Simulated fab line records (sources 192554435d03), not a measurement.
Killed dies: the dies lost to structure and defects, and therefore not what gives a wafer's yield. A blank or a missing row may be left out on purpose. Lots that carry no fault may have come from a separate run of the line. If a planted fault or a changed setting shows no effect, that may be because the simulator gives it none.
Code-filled problem report in 8D (eight disciplines) form | flow n5_finfet | the parts of the form that need people (team, actions taken, sign-off) are left out

== 1. THE ISSUE ==
Mean of spin_speed_rpm at N5_HKMG_FIN_COAT_85: 1463.9 rpm across 6 wafers in 2 lots; on wafers with no fault it is 1500.1 rpm (standard deviation 1.2). Relative to the usual mean, that is a shift of -30 standard deviations.
The step: time 60 s, resist thk 300 nm.
The first sign was on wafer L304.1 at day 5 06:50, on litho_track-05. At this step, 27 wafers from 9 lots have a number in the record. The rule behind "out" and "out of limits": a value lying over 4 standard deviations away from the usual mean. The rest of the wafers with a number are treated as sound.

== 2. WHAT IT IS, WHAT IT ISN'T ==
question                    | is                     | is not
which readings at this step | spin_speed_rpm         | -
which lots                  | L304, L307             | L302, L315, L317, L320, L321, L322, L323
which wafers of those lots  | all that have a number | -
read on which tools         | litho_track-05         | litho_track-03, litho_track-04
when                        | from day 5 06:50       | up to then (3 sound wafers); but 18 sound wafers of L315, L317, L320, L321, L322, L323 came after

== 3. SUSPECTS, AND WHAT RULES EACH OUT ==
Counting: a tool stays on the suspect list if, at a process step up to the reading, it processed all lots that are out and no sound lot following the first of them.
- litho_track-05 at N5_HKMG_FIN_COAT_85 (time 60 s, resist thk 300 nm): ruled out as a lasting fault. The sound lots L320 went through it after L304, its earliest lot that is out (day 5 06:50).
Left after counting: nothing in the record.

== 4. THE CAUSE (what the simulator had put in) ==
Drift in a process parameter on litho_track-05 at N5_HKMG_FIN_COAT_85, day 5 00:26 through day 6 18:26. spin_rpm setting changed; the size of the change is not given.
Counting ruled it out, wrongly.

== 5. SEQUENCE OF EFFECTS, ordered by route ==
One row per reading whose mean, taken over the struck wafers that have a number, lies over 3 standard deviations from the usual. Readings are gone through only where the record gives a usual standard deviation; hours: the median, over the lots, of the time from a lot's start at the first step in this table giving one to that lot's start at this step; sigmas: the change measured in usual standard deviations.
hours | step                | reading        | usual      | on struck wafers | change | sigmas
0     | N5_HKMG_FIN_COAT_85 | spin_speed_rpm | 1500.1 rpm | 1463.9           | -36.2  | -30
It contains these process steps:
- N5_HKMG_FIN_COAT_85: time 60 s, resist thk 300 nm.
Later steps that measure or inspect, where all struck wafers having a row at the step show a number for every such reading and not one has moved that far: N5_BEOL_M4_RC_MEAS_101.

== 6. HOW IT WOULD HAVE BEEN CAUGHT EARLIER ==
In this record the first reading out of limits was taken at day 5 06:50, 6 hours after the fault began at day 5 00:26.
